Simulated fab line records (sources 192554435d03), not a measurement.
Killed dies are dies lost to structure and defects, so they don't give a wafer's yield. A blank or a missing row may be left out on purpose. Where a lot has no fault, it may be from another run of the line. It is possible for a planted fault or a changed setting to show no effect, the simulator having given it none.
Matching of chambers || flow n5_finfet || N5_PMOS_HMC_CHANNEL_EPI_HM_OPEN_15 on rie_diel-01 has 4 sister chambers
The step chemistry CHF3/O2, target SiO2, target depth 40.6 nm, time 20.3 s. 4 wafers are shown with their chamber, then 7 later ones without.

## WAFERS, EACH WITH ITS CHAMBER
{"wafer": "L083.5", "chamber": 2, "rf_vpp_V (V)": 521}
{"wafer": "L086.5", "chamber": 0, "rf_vpp_V (V)": 515}
{"wafer": "L092.1", "chamber": 1, "rf_vpp_V (V)": 511}
{"wafer": "L092.2", "chamber": 3, "rf_vpp_V (V)": 530}

## WAFERS MISSING THEIR CHAMBER
{"wafer": "L092.3", "rf_vpp_V (V)": 515}
{"wafer": "L095.2", "rf_vpp_V (V)": 524}
{"wafer": "L095.3", "rf_vpp_V (V)": 530}
{"wafer": "L095.4", "rf_vpp_V (V)": 515}
{"wafer": "L096.2", "rf_vpp_V (V)": 511}
{"wafer": "L096.4", "rf_vpp_V (V)": 530}
{"wafer": "L096.6", "rf_vpp_V (V)": 529}

## WHICH CHAMBER EACH ONE RAN IN
{"wafer": "L092.3", "from the rows above": 0, "in truth": 0}
{"wafer": "L095.2", "from the rows above": 2, "in truth": 2}
{"wafer": "L095.3", "from the rows above": 3, "in truth": 3}
{"wafer": "L095.4", "from the rows above": 0, "in truth": 0}
{"wafer": "L096.2", "from the rows above": 1, "in truth": 1}
{"wafer": "L096.4", "from the rows above": 3, "in truth": 3}
{"wafer": "L096.6", "from the rows above": 3, "in truth": 3}
Correct placement for 7 of the 7. Not placeable from these rows: 0. Number placed wrongly: 0.
How it was worked out, from the rows above alone: a wafer's distance from a chamber is the root of the sum, over the readings, of the square of ((its reading less the chamber's mean) divided by the reading's scatter). If the next closest chamber is less than 2 further off than the closest, the wafer can't be placed; otherwise it belongs to the closest. For every chamber, the mean is computed from those of its wafers that are shown. The scatter (one wafer shown for each chamber): square how far every hidden wafer sits from the nearest shown wafer, average those squares and take the square root.
